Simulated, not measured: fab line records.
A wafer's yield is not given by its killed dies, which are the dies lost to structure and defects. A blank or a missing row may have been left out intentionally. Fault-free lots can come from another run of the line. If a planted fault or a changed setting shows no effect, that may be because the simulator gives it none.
Chamber matching | flow nand harc | rie diel-10 running NHARC_A_M0_STRIP_18: 4 sister chambers
The step strips in N2/H2. 20 wafers are shown with their chamber, then 10 later ones without.

## WAFERS WITH THEIR CHAMBER
wafer  | chamber | showerhead plenum p Torr (Torr) | drypump motor current A (A) | rf vpp V (V)
L077.4 | 2       | 2.06                            | 5.8                         | 92.7
L077.5 | 0       | 2.02                            | 5.4                         | 90.4
L077.6 | 3       | 2.04                            | 6.3                         | 91.3
L074.1 | 0       | 2.02                            | 5.4                         | 90.5
L074.2 | 1       | 2.17                            | 5.1                         | 91.6
L074.4 | 3       | 2.04                            | 6.3                         | 89.6
L081.1 | 3       | 2.03                            | 6.3                         | 89.7
L081.4 | 2       | 2.06                            | 5.9                         | 90.4
L081.5 | 1       | 2.17                            | 5.1                         | 89.9
L084.1 | 0       | 2.02                            | 5.4                         | 90.5
L084.4 | 2       | 2.06                            | 5.9                         | 91.6
L084.5 | 1       | 2.17                            | 5.1                         | 89.0
L090.1 | 3       | 2.03                            | 6.3                         | 89.7
L090.2 | 1       | 2.17                            | 5.2                         | 90.4
L090.5 | 3       | 2.03                            | 6.3                         | 90.8
L089.1 | 3       | 2.03                            | 6.3                         | 91.9
L089.4 | 1       | 2.17                            | 5.1                         | 90.4
L089.5 | 3       | 2.03                            | 6.2                         | 90.7
L088.2 | 1       | 2.17                            | 5.1                         | 89.8
L088.4 | 3       | 2.03                            | 6.3                         | 90.6

SIGNATURES, as means of the wafers listed above
reading                  | chamber 0 | chamber 1 | chamber 2 | chamber 3 | scatter within a chamber
showerhead plenum p Torr | 2.0200    | 2.1700    | 2.0600    | 2.0325    | 0.00306
drypump motor current A  | 5.400     | 5.117     | 5.867     | 6.287     | 0.0385
rf vpp V                 | 90.467    | 90.183    | 91.567    | 90.537    | 0.837
Rule: for a wafer and a chamber, the distance is found by dividing, reading by reading, the gap between the wafer's reading and the chamber's mean by the reading's scatter, squaring, summing and taking the root. If the next closest chamber is less than 2 further off than the closest, the wafer can't be placed; otherwise it belongs to the closest. The scatter: take each reading less its chamber's mean, square it, sum over the shown wafers, divide by the number of wafers less the number of chambers, and take the root.

## WAFERS WITH NO CHAMBER GIVEN
wafer  | showerhead plenum p Torr (Torr) | drypump motor current A (A) | rf vpp V (V)
L088.5 | 2.17                            | 5.2                         | 92.1
L094.2 | 2.05                            | 5.8                         | 91.4
L094.3 | 2.01                            | 5.4                         | 90.3
L094.4 | 2.17                            | 5.1                         | 90.6
L096.3 | 2.01                            | 5.4                         | 91.0
L096.4 | 2.05                            | 5.9                         | 90.9
L096.5 | 2.17                            | 5.1                         | 92.9
L095.3 | 2.17                            | 5.2                         | 90.6
L095.4 | 2.17                            | 5.1                         | 90.7
L095.6 | 2.05                            | 5.9                         | 90.8

## THE CHAMBER EACH PASSED THROUGH
wafer  | from the rows above | in truth
L088.5 | 1                   | 1
L094.2 | 2                   | 2
L094.3 | 0                   | 0
L094.4 | 1                   | 1
L096.3 | 0                   | 0
L096.4 | 2                   | 2
L096.5 | 1                   | 1
L095.3 | 1                   | 1
L095.4 | 1                   | 1
L095.6 | 2                   | 2
10 of 10 placed correctly. Left unplaced by these rows: 0. 0 placed wrongly.
